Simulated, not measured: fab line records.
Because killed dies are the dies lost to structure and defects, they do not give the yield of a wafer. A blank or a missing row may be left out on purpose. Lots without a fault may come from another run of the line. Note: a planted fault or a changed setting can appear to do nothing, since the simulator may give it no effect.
fab line records + flow nand_harc
record:
- lots: 12
- wafers: 36
- last_day: 25
route steps=1159 shown HYBRID_BOND@1099 THIN_TSV@1119 END@1159
lots that met no fault: from a run of the same line without faults
start_h: hours from the record's opening day to when the first of the lot's shown wafers began + wait_h: hours from the lot's prior step to this one + " unchanged from the row above + L1.1+2: a single row standing in for several wafers + - no value, or no start given + * or withheld: withheld + < > ~ a bound
route shown NAME@n: names a module that has steps shown in the file, with the first one's number in the route + usual: mean/standard deviation of fault-free wafers + same: alike in all rows + chamber/n: place in a boat + sites: per-site readings + _std_site: how widely they spread, as a standard deviation + _edge_site: mean of outer sites minus mean of inner sites + radius_mm: for every site, how far away it sits from the centre of the wafer + mask NAME#n: copy n + behind: tool/chamber where the wafer was last shaped + hold: reason for holding the lot/hours on hold/outcome of the hold + device: whichever transistor did not switch (one of n, p or np) + end of line: the route-end tests of the same wafers + where a step has no rows: the recipe by itself + killed: at the first sort, the dies lost to defects and structure; wafer yield is something else + map: per-die view of a wafer (x killed, . not killed, _ where there is no die)
set.NAME: the setting as run; set.NAME@STEP: as run at that earlier step + model.NAME: the simulator's own value behind a step, which no gauge read
a sample of lots followed through the steps of the route, with each step as a table and each wafer as a row
services: the hour from which a tool's chamber was out of use, counted from the record's first day as start_h (under 0 if before that day), plus the number of hours and why
== steps ==
step: NHARC_HYBRID_BOND_OVL_MEAS_05
usual:
- overlay_x_nm: 1/34
- overlay_y_nm: 3/32
| lot.wafer | tool       | chamber | start_h | wait_h | overlay_x_nm | overlay_y_nm |
|-----------|------------|---------|---------|--------|--------------|--------------|
| L385.1    | overlay-02 | -       | 417.85  | 0.4    | 25           | 23           |
| L385.2    | "          | -       | "       | "      | -32          | 20           |
| L385.3    | "          | -       | "       | "      | 24           | -22          |
| L386.1    | overlay-02 | -       | 425.22  | 0.4    | 12           | 40           |
| L386.2    | "          | -       | "       | "      | -23          | -45          |
| L386.3    | "          | -       | "       | "      | 24           | 22           |
| L390.1    | overlay-02 | -       | 430.25  | 0.4    | 22           | 21           |
| L390.2    | "          | -       | "       | "      | 0            | 38           |
| L390.6    | "          | -       | "       | "      | -12          | 39           |
| L388.1    | overlay-01 | -       | 430.25  | 0.4    | -24          | 44           |
| L388.3    | "          | -       | "       | "      | -66          | 0            |
| L388.6    | "          | -       | "       | "      | -5           | -12          |
| L389.1    | overlay-02 | -       | 430.25  | 0.4    | -3           | -17          |
| L389.3    | "          | -       | "       | "      | 4            | 11           |
| L389.6    | "          | -       | "       | "      | 6            | -30          |
| L387.1    | overlay-02 | -       | 436.55  | 0.4    | 36           | 33           |
| L387.4    | "          | -       | "       | "      | -29          | 40           |
| L387.6    | "          | -       | "       | "      | -31          | 12           |
| L396.1    | overlay-02 | -       | 494.85  | 0.4    | 8            | -3           |
| L396.3    | "          | -       | "       | "      | -44          | -27          |
| L396.4    | "          | -       | "       | "      | -27          | -35          |
| L397.3    | overlay-02 | -       | 494.86  | 0.4    | 15           | 43           |
| L397.4    | "          | -       | "       | "      | -17          | 13           |
| L397.6    | "          | -       | "       | "      | 63           | -27          |
| L404.2    | overlay-02 | -       | 532.33  | 0.4    | -16          | 1            |
| L404.3    | "          | -       | "       | "      | 17           | -4           |
| L404.6    | "          | -       | "       | "      | 18           | -25          |
| L407.4    | overlay-02 | -       | 543.28  | 0.4    | 14           | 68           |
| L407.5    | "          | -       | "       | "      | 35           | 56           |
| L407.6    | "          | -       | "       | "      | 26           | 39           |
| L406.1    | overlay-02 | -       | 549.32  | 0.4    | -2           | 20           |
| L406.2    | "          | -       | "       | "      | 20           | 52           |
| L406.4    | "          | -       | "       | "      | -43          | 11           |
| L408.1    | overlay-02 | -       | 559.18  | 0.4    | 1            | 20           |
| L408.2    | "          | -       | "       | "      | -47          | 63           |
| L408.5    | "          | -       | "       | "      | 38           | 35           |
step: NHARC_THIN_TSV_ETCH_44
recipe:
- target_depth_a: 15942
- time_s: 797.1
- cf4_flow_sccm: 150
- o2_flow_sccm: 10
- ar_flow_sccm: 0
- rf_w: 300
- bias_w: 800
- chemistry: CF4/O2
usual:
- drypump_motor_current_A: 5.8/0.35
- oes_product_au: 0.997/0.0086
- rf_fwd_power_W: 299.7/0.82
- rf_vpp_V: 793/5.2
- showerhead_plenum_p_Torr: 1.81/0.083
- throttle_valve_pct: 16.914/0.009
| lot.wafer | tool        | chamber | start_h | wait_h | drypump_motor_current_A | oes_product_au | rf_fwd_power_W | rf_hours_counter_h | rf_vpp_V | showerhead_plenum_p_Torr | throttle_valve_pct |
|-----------|-------------|---------|---------|--------|-------------------------|----------------|----------------|--------------------|----------|--------------------------|--------------------|
| L385.1    | rie_diel-07 | 1       | 421.90  | 0.1    | 5.7                     | 0.997          | 300.3          | 0                  | 792      | 1.80                     | 16.907             |
| L385.2    | "           | 2       | "       | "      | 5.1                     | 1.003          | 300.1          | 0                  | 801      | 1.94                     | 16.922             |
| L385.3    | "           | 0       | "       | "      | 5.6                     | 0.990          | 300.4          | 0                  | 800      | 1.94                     | 16.909             |
| L386.3    | rie_diel-11 | 0       | 428.17  | 0.1    | 5.4                     | 1.000          | 297.6          | 6                  | 799      | 1.90                     | 16.917             |
| L386.1    | "           | 1       | "       | "      | 6.3                     | 0.995          | 300.1          | 5                  | 789      | 1.76                     | 16.911             |
| L386.2    | "           | 2       | "       | "      | 6.1                     | 1.004          | 300.4          | 5                  | 796      | 1.88                     | 16.906             |
| L390.2    | rie_diel-04 | 3       | 433.22  | 0.1    | 5.9                     | 1.014          | 299.5          | 9                  | 789      | 1.76                     | 16.927             |
| L390.1    | "           | 0       | "       | "      | 5.7                     | 1.003          | 299.8          | 10                 | 791      | 1.76                     | 16.916             |
| L390.6    | "           | 3       | "       | "      | 5.9                     | 1.017          | 299.1          | -                  | 788      | 1.76                     | 16.911             |
| L388.1    | rie_diel-07 | 2       | 434.56  | 0.2    | 5.1                     | 1.013          | 300.7          | 2                  | 801      | 1.94                     | 16.912             |
| L388.3    | "           | 3       | "       | "      | 6.6                     | 0.996          | 299.4          | 1                  | 786      | 1.71                     | 16.908             |
| L388.6    | "           | 1       | "       | "      | 5.6                     | 1.010          | 299.6          | -                  | 793      | 1.80                     | 16.909             |
| L389.3    | rie_diel-11 | 2       | 435.63  | 0.1    | 6.1                     | 1.008          | 299.2          | 6                  | 797      | 1.88                     | 16.889             |
| L389.1    | "           | 1       | "       | "      | 6.3                     | 0.994          | 300.2          | 6                  | 790      | 1.76                     | 16.912             |
| L389.6    | "           | 3       | "       | "      | 5.9                     | 0.992          | 300.6          | -                  | 791      | 1.77                     | 16.913             |
| L387.4    | rie_diel-11 | 2       | 439.83  | 0.1    | 6.1                     | 1.016          | 299.5          | 6                  | 796      | 1.88                     | 16.914             |
| L387.1    | "           | 3       | "       | "      | 5.9                     | 0.993          | 299.0          | 8                  | 790      | 1.77                     | 16.917             |
| L387.6    | "           | 2       | "       | "      | 6.1                     | 1.003          | 299.0          | -                  | 798      | 1.88                     | 16.912             |
| L396.4    | rie_diel-11 | 1       | 498.90  | 0.1    | 6.3                     | 1.001          | 298.2          | 12                 | 789      | 1.76                     | 16.922             |
| L396.3    | "           | 2       | "       | "      | 6.1                     | 1.010          | 298.7          | 14                 | 796      | 1.88                     | 16.918             |
| L396.1    | "           | 3       | "       | "      | 6.0                     | 0.990          | 300.1          | 15                 | 791      | 1.77                     | 16.917             |
| L397.4    | rie_diel-04 | 3       | 500.25  | 0.1    | 5.9                     | 0.992          | 298.9          | 2                  | 789      | 1.76                     | 16.908             |
| L397.3    | "           | 2       | "       | "      | 5.9                     | 0.997          | 299.0          | 2                  | 787      | 1.72                     | 16.907             |
| L397.6    | "           | 3       | "       | "      | 5.9                     | 0.990          | 298.3          | -                  | 789      | 1.76                     | 16.922             |
| L404.3    | rie_diel-04 | 3       | 537.64  | 0.1    | 5.9                     | 0.992          | 298.1          | 5                  | 791      | 1.75                     | 16.907             |
| L404.2    | "           | 1       | "       | "      | 5.4                     | 0.988          | 298.2          | 5                  | 800      | 1.92                     | 16.901             |
| L404.6    | "           | 3       | "       | "      | 5.9                     | 0.991          | 298.2          | -                  | 791      | 1.75                     | 16.913             |
| L407.4    | rie_diel-04 | 2       | 547.34  | 0.1    | 5.9                     | 0.990          | 300.1          | 6                  | 787      | 1.72                     | 16.909             |
| L407.6    | "           | 2       | "       | "      | 6.0                     | 0.987          | 300.9          | -                  | 788      | 1.72                     | 16.914             |
| L407.5    | "           | 3       | "       | "      | 5.9                     | 0.995          | 300.5          | -                  | 788      | 1.75                     | 16.905             |
| L406.4    | rie_diel-04 | 1       | 552.50  | 0.1    | 5.4                     | 0.990          | 300.8          | 6                  | 801      | 1.92                     | 16.917             |
| L406.1    | "           | 2       | "       | "      | 5.9                     | 0.995          | 298.7          | 7                  | 786      | 1.72                     | 16.912             |
| L406.2    | "           | 0       | "       | "      | 5.7                     | 0.991          | 301.1          | 6                  | 791      | 1.76                     | 16.912             |
| L408.1    | rie_diel-04 | 3       | 562.59  | 0.1    | 5.9                     | 1.008          | 301.2          | 7                  | 789      | 1.75                     | 16.909             |
| L408.2    | "           | 2       | "       | "      | 5.9                     | 0.996          | 299.8          | 7                  | 787      | 1.72                     | 16.922             |
| L408.5    | "           | 3       | "       | "      | 5.9                     | 0.999          | 298.9          | -                  | 790      | 1.75                     | 16.917             |
step: NHARC_THIN_TSV_PVD_51
recipe:
- target_thk_a: 1000
- chamber_pressure_pa: 5
- material: Cu
usual:
- chamber_pressure_pa: 5.000/0.011
- throttle_valve_pct: 30.3/0.83
| lot.wafer | tool           | chamber | start_h | wait_h | chamber_pressure_pa | throttle_valve_pct |
|-----------|----------------|---------|---------|--------|---------------------|--------------------|
| L385.1    | pvd_sputter-03 | -       | 424.72  | -      | 4.985               | 30.3               |
| L385.3    | "              | -       | "       | "      | 4.995               | 30.2               |
| L385.2    | "              | -       | "       | "      | 5.010               | 29.9               |
| L386.3    | pvd_sputter-01 | -       | 430.91  | -      | 5.008               | 29.2               |
| L386.2    | "              | -       | "       | "      | 4.998               | 32.0               |
| L386.1    | "              | -       | "       | "      | 4.989               | 29.9               |
| L390.2    | pvd_sputter-03 | -       | 436.25  | -      | 4.984               | 30.2               |
| L390.1    | "              | -       | "       | "      | 4.976               | 30.0               |
| L390.6    | "              | -       | "       | "      | 4.981               | 30.2               |
| L388.3    | pvd_sputter-02 | -       | 437.35  | -      | 4.980               | 30.7               |
| L388.1    | "              | -       | "       | "      | 4.999               | 30.5               |
| L388.6    | "              | -       | "       | "      | 4.991               | 30.7               |
| L389.1    | pvd_sputter-02 | -       | 438.45  | -      | 4.994               | 30.1               |
| L389.3    | "              | -       | "       | "      | 5.004               | 30.1               |
| L389.6    | "              | -       | "       | "      | 5.008               | 28.9               |
| L387.4    | pvd_sputter-03 | -       | 442.72  | -      | 4.995               | 30.9               |
| L387.1    | "              | -       | "       | "      | 5.018               | 30.4               |
| L387.6    | "              | -       | "       | "      | 5.007               | 30.3               |
| L396.1    | pvd_sputter-01 | -       | 501.98  | -      | -                   | -                  |
| L396.3    | "              | -       | "       | "      | -                   | -                  |
| L396.4    | "              | -       | "       | "      | -                   | -                  |
| L397.4    | pvd_sputter-02 | -       | 503.04  | -      | -                   | -                  |
| L397.3    | "              | -       | "       | "      | -                   | -                  |
| L397.6    | "              | -       | "       | "      | -                   | -                  |
| L404.3    | pvd_sputter-02 | -       | 540.49  | -      | 5.002               | 30.2               |
| L404.2    | "              | -       | "       | "      | 5.005               | 30.9               |
| L404.6    | "              | -       | "       | "      | 4.981               | 29.0               |
| L407.4    | pvd_sputter-03 | -       | 550.17  | -      | 4.990               | 30.8               |
| L407.6    | "              | -       | "       | "      | 5.011               | 29.8               |
| L407.5    | "              | -       | "       | "      | 4.994               | 30.2               |
| L406.1    | pvd_sputter-02 | -       | 556.02  | -      | 5.023               | 30.2               |
| L406.4    | "              | -       | "       | "      | 4.984               | 30.1               |
| L406.2    | "              | -       | "       | "      | 5.018               | 30.7               |
| L408.1    | pvd_sputter-02 | -       | 565.56  | -      | 4.992               | 28.8               |
| L408.2    | "              | -       | "       | "      | 5.001               | 30.3               |
| L408.5    | "              | -       | "       | "      | 5.001               | 29.9               |
step: NHARC_THIN_TSV_ANNEAL_52
recipe:
- temp_c: 225
- time_s: 90
usual:
- wafer_temp_C_max: 226.15/0.28
| lot.wafer | tool          | chamber | start_h | wait_h | wafer_temp_C_max |
|-----------|---------------|---------|---------|--------|------------------|
| L385.1    | rtp_anneal-01 | 0       | 425.62  | 0.5    | 226.07           |
| L385.2    | "             | 0       | "       | "      | 225.99           |
| L385.3    | "             | 0       | "       | "      | 226.28           |
| L386.1    | rtp_anneal-01 | 0       | 431.82  | 0.5    | 226.19           |
| L386.2    | "             | 0       | "       | "      | 226.00           |
| L386.3    | "             | 0       | "       | "      | 226.23           |
| L390.1    | rtp_anneal-01 | 0       | 437.16  | 0.6    | 226.18           |
| L390.2    | "             | 0       | "       | "      | 226.15           |
| L390.6    | "             | 0       | "       | "      | 226.39           |
| L388.1    | rtp_anneal-01 | 0       | 438.34  | 0.7    | 226.15           |
| L388.3    | "             | 0       | "       | "      | 225.79           |
| L388.6    | "             | 0       | "       | "      | 226.17           |
| L389.1    | rtp_anneal-02 | 0       | 439.35  | 0.5    | 226.17           |
| L389.3    | "             | 0       | "       | "      | 226.94           |
| L389.6    | "             | 0       | "       | "      | 226.97           |
| L387.1    | rtp_anneal-01 | 0       | 443.62  | 0.5    | 225.81           |
| L387.4    | "             | 0       | "       | "      | 226.08           |
| L387.6    | "             | 0       | "       | "      | 226.07           |
| L396.1    | rtp_anneal-01 | 0       | 502.88  | 0.6    | 226.22           |
| L396.3    | "             | 0       | "       | "      | 226.35           |
| L396.4    | "             | 0       | "       | "      | 226.13           |
| L397.3    | rtp_anneal-01 | 0       | 504.05  | 0.5    | 226.10           |
| L397.4    | "             | 0       | "       | "      | 226.02           |
| L397.6    | "             | 0       | "       | "      | 226.25           |
| L404.2    | rtp_anneal-02 | 0       | 541.46  | 0.6    | 226.58           |
| L404.3    | "             | 0       | "       | "      | 226.17           |
| L404.6    | "             | 0       | "       | "      | 226.47           |
| L407.4    | rtp_anneal-01 | 0       | 551.23  | 0.5    | 226.45           |
| L407.5    | "             | 0       | "       | "      | 226.28           |
| L407.6    | "             | 0       | "       | "      | 225.96           |
| L406.1    | rtp_anneal-02 | 0       | 557.06  | 0.8    | 226.22           |
| L406.2    | "             | 0       | "       | "      | 226.13           |
| L406.4    | "             | 0       | "       | "      | 226.09           |
| L408.1    | rtp_anneal-01 | 0       | 566.46  | 0.6    | 225.84           |
| L408.2    | "             | 0       | "       | "      | 225.97           |
| L408.5    | "             | 0       | "       | "      | 226.04           |
step: NHARC_END_SORT_01
recipe:
- temp_c: 25
usual:
- defect_limited_yield: 95.7/1.4
- killed_at_array: 25/9.2
- killed_at_other: 0.9/1.3
- killed_at_periphery: 3.3/2.3
- killed_dies: 29/9.6
- killed_open: 3.2/1.8
- killed_short: 2/1.4
- sort_bin_2_pct: 1.3/0.65
- sort_bin_3_pct: 0.25/0.21
- sort_bin_4_pct: 2.8/0.9
- sort_n_pass: 648/9.6
- sort_rim_yield_pct: 94/3
- sort_yield_pct: 95.7/1.4
same:
- gross_dies: 677
- sort_bin_5_pct[%]: 0
- sort_bin_6_pct[%]: 0
- sort_bin_7_pct[%]: 0
- sort_bin_8_pct[%]: 0
- sort_rim_n_gross: 106.00
| lot.wafer | tool      | chamber | start_h | wait_h | defect_limited_yield[%] | killed_at_array | killed_at_other | killed_at_periphery | killed_dies | killed_open | killed_short | sort_bin_2_pct[%] | sort_bin_3_pct[%] | sort_bin_4_pct[%] | sort_n_pass | sort_rim_yield_pct[%] | sort_yield_pct[%] |
|-----------|-----------|---------|---------|--------|-------------------------|-----------------|-----------------|---------------------|-------------|-------------|--------------|-------------------|-------------------|-------------------|-------------|-----------------------|-------------------|
| L386.1    | prober-01 | 0       | 443.28  | 2.5    | 93.8                    | 39              | 0               | 3                   | 42          | 5           | 5            | 0.9               | 0.44              | 4.9               | 635         | 96                    | 93.8              |
| L386.2    | prober-01 | 0       | 444.09  | 2.8    | 96.0                    | 27              | 0               | 0                   | 27          | 1           | 2            | 1.0               | 0                 | 3.0               | 650         | 94                    | 96.0              |
| L386.3    | prober-01 | 0       | 444.90  | 3.1    | 96.2                    | 25              | 1               | 0                   | 26          | 2           | 1            | 1.5               | 0.15              | 2.2               | 651         | 95                    | 96.2              |
| L390.1    | prober-02 | 0       | 447.95  | 2.5    | 96.6                    | 20              | 1               | 2                   | 23          | 6           | 1            | 1.5               | 0.15              | 1.8               | 654         | 95                    | 96.6              |
| L390.2    | prober-02 | 0       | 448.76  | 2.8    | 97.3                    | 16              | 1               | 1                   | 18          | 2           | 2            | 0.6               | 0                 | 2.1               | 659         | 96                    | 97.3              |
| L390.6    | prober-02 | 0       | 451.98  | 4.0    | 96.8                    | 17              | 1               | 4                   | 22          | 7           | 3            | 1.0               | 0                 | 2.2               | 655         | 95                    | 96.8              |
| L396.1    | prober-02 | 0       | 512.26  | 2.5    | 0                       | 31              | 642             | 4                   | 677         | 3           | 3            | 95.7              | 0.74              | 3.5               | 0           | 0                     | 0                 |
| L396.3    | prober-02 | 0       | 513.87  | 3.1    | 0                       | 44              | 628             | 5                   | 677         | 3           | 2            | 94.7              | 0.30              | 5.0               | 0           | 0                     | 0                 |
| L396.4    | prober-02 | 0       | 514.67  | 3.4    | 0                       | 35              | 632             | 10                  | 677         | 1           | 3            | 94.7              | 0.44              | 4.9               | 0           | 0                     | 0                 |
| L397.3    | prober-02 | 0       | 521.66  | 3.1    | 0                       | 31              | 642             | 4                   | 677         | 2           | 3            | 96.3              | 0.30              | 3.4               | 0           | 0                     | 0                 |
| L397.4    | prober-02 | 0       | 522.46  | 3.4    | 0                       | 27              | 647             | 3                   | 677         | 2           | 1            | 97.0              | 0.30              | 2.7               | 0           | 0                     | 0                 |
| L397.6    | prober-02 | 0       | 524.04  | 4.0    | 0                       | 34              | 639             | 4                   | 677         | 3           | 2            | 96.6              | 0.30              | 3.1               | 0           | 0                     | 0                 |
killed by level:class
L386.1 A_CHANNEL_HOLE_D1:chamber_film_flake=14 A_SLIT:chamber_film_flake=9 A_WL_FILL:chamber_film_flake=4 A_CONTACT:chamber_film_flake=3 P_CONTACT:geometric_particle:open=2 A_CHANNEL_FILL_D1:geometric_particle:short=2 A_WL_FILL:geometric_particle:short=2 A_CHANNEL_FILL_D1:geometric_particle:open=1
L386.2 A_CHANNEL_HOLE_D1:chamber_film_flake=7 A_SLIT:chamber_film_flake=5 A_WL_FILL:chamber_film_flake=5 A_CONTACT:chamber_film_flake=5 A_STAIRCASE:chamber_film_flake=2 A_CHANNEL_HOLE_D1:geometric_particle:short=1 A_CHANNEL_FILL_D1:geometric_particle:short=1 A_CONTACT:geometric_particle:open=1
L386.3 A_CHANNEL_HOLE_D1:chamber_film_flake=11 A_SLIT:chamber_film_flake=5 A_STAIRCASE:chamber_film_flake=4 A_WL_FILL:chamber_film_flake=2 A_ONON_D1:geometric_particle:short=1 A_CHANNEL_FILL_D1:geometric_particle:open=1 A_BLC:geometric_particle:open=1 THIN_TSV:chamber_film_flake=1
L390.1 A_STAIRCASE:chamber_film_flake=5 A_CONTACT:chamber_film_flake=4 A_CHANNEL_HOLE_D1:chamber_film_flake=3 A_CONTACT:geometric_particle:open=2 P_ZERO_WELL:chamber_film_flake=2 A_ONON_D1:geometric_particle:open=1 A_CHANNEL_FILL_D1:geometric_particle:short=1 A_BLC:geometric_particle:open=1
L390.2 A_STAIRCASE:chamber_film_flake=5 A_CHANNEL_HOLE_D1:chamber_film_flake=3 A_CONTACT:chamber_film_flake=3 A_CHANNEL_FILL_D1:chamber_film_flake=2 P_CONTACT:geometric_particle:open=1 A_ONON_D1:geometric_particle:open=1 A_WL_FILL:geometric_particle:short=1 A_CONTACT:geometric_particle:short=1
L390.6 A_CONTACT:chamber_film_flake=4 A_CONTACT:geometric_particle:open=2 P_ZERO_WELL:chamber_film_flake=2 A_STAIRCASE:chamber_film_flake=2 P_M1:geometric_particle:open=1 A_ONON_D1:geometric_particle:open=1 A_CHANNEL_FILL_D1:geometric_particle:open=1 A_SGD_CUT:geometric_particle:open=1
L396.1 THIN_TSV:area_pvd=642 A_CHANNEL_HOLE_D1:chamber_film_flake=11 A_SLIT:chamber_film_flake=6 P_CONTACT:chamber_film_flake=3 A_M0:chamber_film_flake=3 A_STAIRCASE:chamber_film_flake=3 A_WL_FILL:geometric_particle:short=2 A_CONTACT:geometric_particle:open=2
L396.3 THIN_TSV:area_pvd=628 A_CHANNEL_HOLE_D1:chamber_film_flake=19 A_SLIT:chamber_film_flake=10 A_STAIRCASE:chamber_film_flake=5 P_CONTACT:chamber_film_flake=3 A_ZERO_WELL:chamber_film_flake=3 P_STI:geometric_particle:short=1 P_CONTACT:geometric_particle:open=1
L396.4 THIN_TSV:area_pvd=632 A_CHANNEL_HOLE_D1:chamber_film_flake=13 A_SLIT:chamber_film_flake=12 P_CONTACT:chamber_film_flake=9 A_STAIRCASE:chamber_film_flake=3 A_M0:geometric_particle:short=2 A_CHANNEL_FILL_D1:geometric_particle:short=1 A_WL_FILL:geometric_particle:open=1
L397.3 THIN_TSV:area_pvd=642 A_CHANNEL_HOLE_D1:chamber_film_flake=15 A_CHANNEL_FILL_D1:chamber_film_flake=4 A_STAIRCASE:chamber_film_flake=3 A_WL_FILL:chamber_film_flake=3 P_M0:geometric_particle:open=2 P_ZERO_WELL:chamber_film_flake=2 A_ZERO_WELL:chamber_film_flake=2
L397.4 THIN_TSV:area_pvd=647 A_CHANNEL_HOLE_D1:chamber_film_flake=12 A_STAIRCASE:chamber_film_flake=6 A_CONTACT:chamber_film_flake=3 P_ZERO_WELL:chamber_film_flake=2 A_WL_FILL:chamber_film_flake=2 A_ONON_D1:geometric_particle:short=1 A_CONTACT:geometric_particle:open=1
L397.6 THIN_TSV:area_pvd=639 A_CHANNEL_HOLE_D1:chamber_film_flake=15 A_CHANNEL_FILL_D1:chamber_film_flake=4 A_STAIRCASE:chamber_film_flake=4 A_CONTACT:chamber_film_flake=3 A_ZERO_WELL:chamber_film_flake=3 P_ZERO_WELL:chamber_film_flake=2 P_CONTACT:geometric_particle:open=1
== services ==
| tool           | chamber | start_h | hours | kind       |
|----------------|---------|---------|-------|------------|
| pvd_sputter-03 | -       | 398.68  | 3.1   | repair     |
| rie_diel-04    | 0       | 403.57  | 8.0   | repair     |
| rie_diel-07    | -       | 405.20  | 9.0   | pm         |
| pvd_sputter-02 | -       | 408.58  | 4.6   | repair     |
| pvd_sputter-01 | -       | 420.15  | 4.5   | repair     |
| rie_diel-04    | 0       | 420.45  | -     | clean      |
| rie_diel-04    | 1       | 420.45  | -     | clean      |
| rie_diel-04    | 2       | 420.45  | -     | clean      |
| rie_diel-04    | 3       | 420.45  | -     | clean      |
| rie_diel-04    | 0       | 444.95  | -     | clean      |
| rie_diel-04    | 1       | 444.95  | -     | clean      |
| rie_diel-04    | 2       | 444.95  | -     | clean      |
| rie_diel-04    | 3       | 444.95  | -     | clean      |
| pvd_sputter-03 | -       | 458.00  | 10.0  | pm         |
| rie_diel-04    | -       | 465.95  | 9.0   | pm         |
| rie_diel-04    | 0       | 465.95  | 13.9  | vent_cycle |
| rie_diel-11    | -       | 478.45  | 0.2   | repair     |
| rie_diel-07    | 2       | 479.52  | 4.0   | repair     |
| rie_diel-11    | 1       | 511.16  | 5.6   | repair     |
| pvd_sputter-01 | -       | 515.20  | 10.0  | pm         |
| rie_diel-11    | -       | 543.59  | 9.0   | pm         |
| pvd_sputter-01 | -       | 553.30  | 3.9   | repair     |
| pvd_sputter-03 | -       | 555.20  | 2.9   | repair     |
| rie_diel-04    | 0       | 561.89  | 7.3   | repair     |
== key ==
first_sign:
- step: NHARC_THIN_TSV_PVD_51
- reading: tool_record
- direction: missing
effect:
- step: NHARC_END_SORT_01
- reading: killed_at_other
- direction: up
- sigmas: 99+
- usual: 0.9
- struck: 638.3
more_kills_born_at:
- NHARC_THIN_TSV_PVD_51@pvd_sputter-02: 1928
- NHARC_THIN_TSV_PVD_51@pvd_sputter-01: 1902
met_at NHARC_THIN_TSV_PVD_51
struck_lots L396,L397
later_rows_left_out L396.1,L396.3,L396.4,L397.3,L397.4,L397.6
not_acting_at NHARC_HYBRID_BOND_OVL_MEAS_05,NHARC_THIN_TSV_ETCH_44,NHARC_THIN_TSV_ANNEAL_52
onset_between 438.45 501.98
fault:
- kind: skipped_step_whole
- tool: pvd_sputter-01,pvd_sputter-02
- chamber: -
- onset_h: 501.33
- steps: NHARC_THIN_TSV_PVD_51
- scope: struck_lots_only
later_rows_left_out: the simulator's readings of these wafers behind a module that went badly wrong aren't trusted and aren't shown, but for the sort
